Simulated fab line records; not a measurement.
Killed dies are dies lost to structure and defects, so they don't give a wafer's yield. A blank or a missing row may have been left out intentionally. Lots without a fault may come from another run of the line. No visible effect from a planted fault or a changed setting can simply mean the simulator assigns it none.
The tool behind it: which one? -- flow n5 finfet -- 13 lots, 39 wafers sampled, at 4 steps of a route of 1938

## WHAT EACH GAUGE READ, for each wafer
N5_BEOL_M14_OVL_MEAS_11. Usual: for V13_OVL the level is 2 nm and the standard deviation is 5.2.
lot,measured,on,V13_OVL (nm),flag
L517,day 11 06:11,overlay-02,-4 4 -8,
L516,day 11 06:35,overlay-02,5 13 13,
L518,day 11 14:49,overlay-01,4 7 9,
L519,day 11 16:25,overlay-02,10 8 5,
L522,day 12 08:26,overlay-01,1 4 6,
L527,day 13 19:28,overlay-02,1 -1 -1,
L529,day 14 15:07,overlay-01,-7 -3 1,
L534,day 15 05:40,overlay-02,5 4 -10,
L531,day 15 10:38,overlay-01,2 4 6,
L535,day 16 02:45,overlay-01,-2 -3 -5,
L537,day 16 10:03,overlay-01,-5 6 1,
L536,day 16 11:11,overlay-02,-1 -2 1,
L538,day 16 17:07,overlay-02,9 2 2,

N5_BEOL_M15_OVL_MEAS_11. Usual: for V14_OVL the level is -1 nm and the standard deviation is 4.9.
lot,measured,on,V14_OVL (nm),flag
L517,day 11 12:05,overlay-01,-2 -6 -6,
L516,day 11 12:14,overlay-02,-2 4 -10,
L518,day 11 22:34,overlay-01,-3 -2 -5,
L519,day 12 01:41,overlay-01,-3 -2 -3,
L522,day 12 15:46,overlay-02,-3 4 -5,
L527,day 14 03:20,overlay-01,1 -1 1,
L529,day 14 21:37,overlay-02,4 -2 1,
L534,day 15 13:01,overlay-02,4 4 6,
L531,day 15 15:57,overlay-01,8 5 8,
L535,day 16 07:08,overlay-02,3 -4 0,
L537,day 16 14:03,overlay-02,-10 -15 -4,
L536,day 16 16:59,overlay-02,3 6 8,
L538,day 17 00:41,overlay-01,-6 -3 2,

## WHICH TOOL RAN EACH LOT (tool, then ch and the chambers of the sampled wafers, then the start)
lot,N5_BEOL_M14_DEGAS_41,N5_BEOL_M15_COAT_04
L517,"pvd sputter-02, day 11 10:02","litho track-04 ch 0, day 11 11:39"
L516,"pvd sputter-03, day 11 10:05","litho track-04 ch 0, day 11 11:42"
L518,"pvd sputter-01, day 11 20:39","litho track-03 ch 0, day 11 22:16"
L519,"pvd sputter-01, day 11 23:38","litho track-02 ch 0, day 12 01:16"
L522,"pvd sputter-01, day 12 13:48","litho track-02 ch 0, day 12 15:28"
L527,"pvd sputter-03, day 14 01:03","litho track-02 ch 0, day 14 02:49"
L529,"pvd sputter-02, day 14 19:10","litho track-03 ch 0, day 14 21:11"
L534,"pvd sputter-01, day 15 10:28","litho track-04 ch 0, day 15 12:42"
L531,"pvd sputter-01, day 15 14:02","litho track-02 ch 0, day 15 15:39"
L535,"pvd sputter-01, day 16 04:55","litho track-03 ch 0, day 16 06:51"
L537,"pvd sputter-02, day 16 12:01","litho track-04 ch 0, day 16 13:38"
L536,"pvd sputter-03, day 16 14:58","litho track-03 ch 0, day 16 16:34"
L538,"pvd sputter-01, day 16 22:38","litho track-03 ch 0, day 17 00:16"
- N5_BEOL_M14_DEGAS_41: time 60 s.
- N5_BEOL_M15_COAT_04: resist thk 800 nm.

## AS READ BY THE TOOLS THEMSELVES (means over the sampled wafers that have a number; for cases with no such wafer, the mark the record gives instead)
N5_BEOL_M14_DEGAS_41. Usual: heater power w reads 491 W (standard deviation 70).
lot,tool,heater power w (W),flag
L517,pvd sputter-02,543,
L516,pvd sputter-03,479,
L518,pvd sputter-01,475,
L519,pvd sputter-01,487,
L522,pvd sputter-01,438,
L527,pvd sputter-03,491,
L529,pvd sputter-02,502,
L534,pvd sputter-01,564,
L531,pvd sputter-01,478,
L535,pvd sputter-01,478,
L537,pvd sputter-02,505,
L536,pvd sputter-03,499,
L538,pvd sputter-01,472,

N5_BEOL_M15_COAT_04. Usual: spin speed rpm reads 1704.1 rpm (standard deviation 1.2).
lot,tool,spin speed rpm (rpm),flag
L517,litho track-04,1704.4,
L516,litho track-04,1702.5,
L518,litho track-03,1704.2,
L519,litho track-02,1703.0,
L522,litho track-02,1704.4,
L527,litho track-02,1440.6,OFF
L529,litho track-03,1704.2,
L534,litho track-04,1704.1,
L531,litho track-02,1440.8,OFF
L535,litho track-03,1704.6,
L537,litho track-04,1704.7,
L536,litho track-03,1704.7,
L538,litho track-03,1703.6,

## THE ANSWER, worked out from the rows above alone
Rule: lot off if the mean of its wafers having a number is beyond 3 standard deviations from the usual mean. Also off: a lot with no number at a reading for which 4 or more lots have one. All remaining lots with rows at the step are treated as sound. Order of review: gauges by route order, followed by the tools' own readings, for which a lot's mean as printed above is used. The first step at which some lot is off is used, and at that step the reading that is off furthest; a lot without a number counts as furthest.
Off, at N5_BEOL_M15_COAT_04 on spin speed rpm: L527, L531.
If a tool, at that step or one of the process steps before it, ran each lot that is off and ran no sound lot following the first of them, it fits. One fits: litho track-02 at N5_BEOL_M15_COAT_04. A fault onset in the window from L522 (day 12 15:28, its last sound lot) to L527 (day 14 02:49, its first lot off) fits.
On the lots that are off, the tool's own readings at N5_BEOL_M15_COAT_04 differ by more than 5 times the standard deviation of the sound lots' means, which bears it out; spin speed rpm reads 1440.7 rpm there versus 1704.0 rpm on the sound lots.

## WHAT THE SIMULATOR PUT IN
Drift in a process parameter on litho track-02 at N5_BEOL_M15_COAT_04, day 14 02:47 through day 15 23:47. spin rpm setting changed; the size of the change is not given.
Shown lots that were struck: L527, L531. The rule given above showed the same thing.
